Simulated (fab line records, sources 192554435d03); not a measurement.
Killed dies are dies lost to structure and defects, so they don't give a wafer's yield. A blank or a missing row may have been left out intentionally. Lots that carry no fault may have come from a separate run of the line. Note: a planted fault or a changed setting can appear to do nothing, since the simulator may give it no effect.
A struck lot beside a sound one / flow n5Finfet / 25 steps out of a route of 1938
Sound: wafers L588.2, L588.5, L588.6. Struck: wafer L601.3. (L601.2, L601.4 of the same lot were not struck and are left out.) The cause comes at the end.
For every step that has rows: the tool of each side, followed by ch and its chambers, followed by its first start. Under that, the readings that differ: sound wafers / struck wafers / difference of the means / sigmas: that difference in standard deviations of wafers without a fault.
alike: same words and numbers on both sides, and readings whose means sit less than 2 such deviations apart. not compared: any withheld reading, any reading some wafer has no value for, any bound like >300 that may hide the same value, and any number with overlapping values for which the record gives no deviation.
The two part at a step that has a row with sigmas, a row that says differs or no value, or rows on one side only. Numbers that don't overlap but have no deviation are shown without sigmas and don't part them. A reading missing from all wafers of one side parts the sides only when that side holds two or more wafers.

first, 11 steps without rows for these wafers: N5_WELL_APT_RTA_34 (time 10 s); N5_WELL_APT_OXIDE_STRIP_42 (strips SiO2 in dHF, time 45 s, target depth 12 nm); N5_WELL_APT_PRECLEAN_36 (cleans in O3/DIW, time 45 s); N5_WELL_APT_PRECLEAN_39 (cleans in dHF, time 60 s); N5_WELL_APT_SRD_37 (time 30 s); N5_WELL_APT_EPI_41 (deposits Si from SiH4/H2, target thk 50 nm, time 297.7 s); N5_PMOS_HMC_CHANNEL_EPI_HM_DEP_34 (deposits SiO2 from TEOS/O2, target thk 36 nm, time 6.9 s); N5_PMOS_HMC_CHANNEL_EPI_COAT_31 (time 60 s, resist thk 66 nm); N5_PMOS_HMC_CHANNEL_EPI_COAT_03 (resist thk 205 nm); N5_PMOS_HMC_CHANNEL_EPI_EBR_05; N5_PMOS_HMC_CHANNEL_EPI_SOFTBAKE_04 (time 60 s).
N5_PMOS_HMC_CHANNEL_EPI_EXPOSE_06: exposes mask PMOS HMC BLK, target cd 240 nm.
  sound on arfiScanner-01 ch 0, day 1 17:36; struck on arfiScanner-01 ch 0, day 4 23:34
  alike: mask
then, 2 steps without rows for these wafers: N5_PMOS_HMC_CHANNEL_EPI_PEB_07 (peb time 60 s); N5_PMOS_HMC_CHANNEL_EPI_DEVELOP_08 (develop time 30 s).
N5_PMOS_HMC_CHANNEL_EPI_CD_MEAS_09: target cd 237.4 nm.
  sound on cdSem-03 ch 0, day 1 17:43; struck on cdSem-02 ch 0, day 4 23:41
reading=cdNm (nm); sound=237.6 237.6 237.6; struck=260.6; difference=+23.0; sigmas=+26
N5_PMOS_HMC_CHANNEL_EPI_DESCUM_14: chemistry O2, time 7.9 s.
  sound on rieDiel-05 ch 0,3, day 1 17:49; struck on rieDiel-05 ch 2, day 4 23:50
reading=oesProductAu (a.u.); sound=0.70 0.91 0.70; struck=0.95; difference=+0.18; sigmas=+3
reading=model.PMOS_HMC_CHANNEL_EPI.cdNm (nm); sound=237.6 237.6 237.9; struck=261.1; difference=+23.4; sigmas=
  alike: drypumpMotorCurrentA, rfVppV, showerheadPlenumPTorr, throttleValvePct
  not compared: rfHoursCounterH
then, 5 steps without rows for these wafers: N5_PMOS_HMC_CHANNEL_EPI_ETCH_32 (etches BARC in N2/H2, stops on SiO2, target depth 85.8 nm, time 50.3 s); N5_PMOS_HMC_CHANNEL_EPI_HM_OPEN_15 (chemistry CHF3/O2, target SiO2, target depth 40.6 nm, time 20.3 s); N5_PMOS_HMC_CHANNEL_EPI_STRIP_33 (strips in N2/H2); N5_PMOS_HMC_CHANNEL_EPI_STRIP_17 (strips in SPM, time 750 s); N5_PMOS_HMC_CHANNEL_EPI_ETCH_38 (etches SiO2 in CF4, target depth 1.5 nm).
N5_PMOS_HMC_CHANNEL_EPI_FIN_RECESS_16: chemistry HBr/Cl2, target Si, target depth 54 nm, time 18 s.
  sound on rieSi-06 ch 0,3, day 1 18:16; struck on rieSi-05 ch 1, day 5 00:17
reading=model.PMOS_HMC_CHANNEL_EPI.cdNm (nm); sound=240.9 240.6 240.5; struck=263.9; difference=+23.2; sigmas=
  alike: drypumpMotorCurrentA, mfcCl2Sccm, oesProductAu, throttleValvePct
  not compared: rfHoursCounterH
then, 1 step without rows for these wafers: N5_PMOS_HMC_CHANNEL_EPI_PRECLEAN_36 (cleans in O3/DIW, time 45 s).
-- the record jumps here: 7 days lie between the struck wafers' starts before and after (it left off in module PMOS_HMC_CHANNEL_EPI and takes up again in module BEOL_M4, whose first step shown is number 1111 of the route) --
N5_BEOL_M4_RC_MEAS_101:
  sound on prober-02 ch 0, day 8 07:24; struck on prober-01 ch 0, day 11 15:42
  alike: DIBL_N, DIBL_P, IOFF_N, IOFF_P, ION_N, ION_P, SS_N, SS_P, VT_N, VT_P
-- here the record skips 5 days between the struck wafers' starts before and after, leaving off in module BEOL_M4 and picking up in module PASSIVATION (first step shown: number 1936 of the route) --
N5_PASSIVATION_PROBE_49:
  only the struck wafers here have rows in the record (prober-02, day 16 06:40); the sound ones have none

== WHERE THEY PART ==
Earliest at N5_PMOS_HMC_CHANNEL_EPI_CD_MEAS_09; latest, in this record, at N5_PASSIVATION_PROBE_49.

WHY: what the simulator had put in
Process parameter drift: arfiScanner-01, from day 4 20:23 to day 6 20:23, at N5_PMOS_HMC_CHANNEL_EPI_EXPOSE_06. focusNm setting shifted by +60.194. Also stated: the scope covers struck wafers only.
